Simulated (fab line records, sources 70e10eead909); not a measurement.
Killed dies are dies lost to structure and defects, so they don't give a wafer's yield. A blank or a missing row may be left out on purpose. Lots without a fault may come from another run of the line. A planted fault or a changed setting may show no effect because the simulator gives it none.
Chamber matching | flow nand_harc | NHARC_A_BLC_ALD_23 on ald_metal-01: 4 sister chambers
The step deposits TiN, target thk 3 nm, pulse time 1 s, ald cycles 150. 14 wafers are shown with their chamber, then 7 later ones without.

WAFERS WITH THEIR CHAMBER
wafer  | chamber | heater_power_w (W) | precursor_pulse_height_rel
L580.1 | 2       | 997                | 1.018
L580.3 | 0       | 963                | 1.019
L580.5 | 1       | 1109               | 0.982
L584.1 | 1       | 1127               | 1.025
L584.2 | 0       | 965                | 0.970
L584.6 | 0       | 1006               | 0.992
L586.4 | 2       | 996                | 1.022
L586.5 | 3       | 1064               | 0.965
L586.6 | 2       | 1025               | 0.987
L590.1 | 0       | 995                | 0.992
L590.5 | 0       | 984                | 0.982
L590.6 | 1       | 1091               | 1.017
L595.2 | 0       | 1076               | 0.997
L595.5 | 1       | 1050               | 1.026

SIGNATURES (means of the wafers above)
reading                    | chamber 0 | chamber 1 | chamber 2 | chamber 3 | scatter within a chamber
heater_power_w             | 998.17    | 1094.25   | 1006.00   | 1064.00   | 35.3
precursor_pulse_height_rel | 0.99200   | 1.01250   | 1.00900   | 0.96500   | 0.0183
Rule: a wafer's distance from a chamber is the root of the sum, over the readings, of the square of ((its reading less the chamber's mean) divided by the reading's scatter). The wafer belongs to the nearest chamber; if the next one is less than 2 further off, it can't be placed. The scatter: the root of (the sum of the squares of (reading less its chamber's mean) over the shown wafers, divided by (wafers less chambers)).

WAFERS WITHOUT THEIR CHAMBER
wafer  | heater_power_w (W) | precursor_pulse_height_rel
L595.6 | 1056               | 0.982
L596.1 | 1062               | 1.003
L596.5 | 992                | 1.012
L596.6 | 1081               | 1.001
L597.1 | 1061               | 1.007
L597.3 | 1069               | 0.979
L597.6 | 1011               | 0.971

WHICH CHAMBER EACH WENT THROUGH
wafer  | from the rows above               | in truth
L595.6 | can't be placed: 3 or 0 or 1 or 2 | 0
L596.1 | can't be placed: 1 or 2 or 0 or 3 | 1
L596.5 | can't be placed: 2 or 0           | 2
L596.6 | can't be placed: 1 or 3 or 2 or 0 | 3
L597.1 | can't be placed: 1 or 2 or 0 or 3 | 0
L597.3 | can't be placed: 3 or 1 or 0 or 2 | 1
L597.6 | can't be placed: 0 or 3 or 2      | 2
Placed correctly: 0 of 7. Can't be placed from these rows: 7 (the true chamber is among the candidates in 7). Placed wrongly: 0.
